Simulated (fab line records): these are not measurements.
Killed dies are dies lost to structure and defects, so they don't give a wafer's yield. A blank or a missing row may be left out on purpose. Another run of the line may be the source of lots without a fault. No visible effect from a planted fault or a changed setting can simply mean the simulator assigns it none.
Matching of chambers    flow n5_finfet    N5_BEOL_M8_STRIP_67 on rie_diel-03: 4 sister chambers
The step strips in CF4. 8 wafers are shown with their chamber, then 12 later ones without.

EACH WAFER AND ITS CHAMBER
wafer   chamber  drypump_motor_current_A (A)  showerhead_plenum_p_Torr (Torr)
L083.1  0        5.8                          1.81
L080.3  0        5.9                          1.81
L080.5  1        5.8                          1.84
L084.5  2        4.9                          1.89
L084.6  3        5.4                          1.81
L089.2  2        4.9                          1.89
L089.4  3        5.4                          1.80
L089.5  1        5.8                          1.83

WAFERS WITH NO CHAMBER GIVEN
wafer   drypump_motor_current_A (A)  showerhead_plenum_p_Torr (Torr)
L092.1  4.9                          1.89
L092.2  5.8                          1.83
L092.3  5.8                          1.80
L094.2  5.8                          1.80
L094.3  5.8                          1.83
L094.4  5.4                          1.80
L097.2  5.8                          1.83
L097.4  5.8                          1.80
L097.6  4.9                          1.88
L093.1  5.4                          1.80
L093.2  5.8                          1.80
L093.4  5.9                          1.83

CHAMBER TAKEN BY EACH
wafer   from the rows above      in truth
L092.1  2                        2
L092.2  1                        1
L092.3  0                        0
L094.2  0                        0
L094.3  1                        1
L094.4  3                        3
L097.2  1                        1
L097.4  0                        0
L097.6  2                        2
L093.1  3                        3
L093.2  0                        0
L093.4  can't be placed: 1 or 0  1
Correctly placed: 11 of 12. From these rows, 1 cannot be placed; in 1 the true chamber is one of the candidates. Number placed wrongly: 0.
How it was worked out, from the rows above alone: a wafer's distance from a chamber is the root of the sum, over the readings, of the square of ((its reading less the chamber's mean) divided by the reading's scatter). The wafer belongs to the nearest chamber; if the next one is less than 2 further off, it can't be placed. A chamber's mean is the mean of its shown wafers. The scatter is the square root of a quotient: the sum, over the shown wafers, of each reading's squared deviation from its chamber's mean, divided by wafers minus chambers.
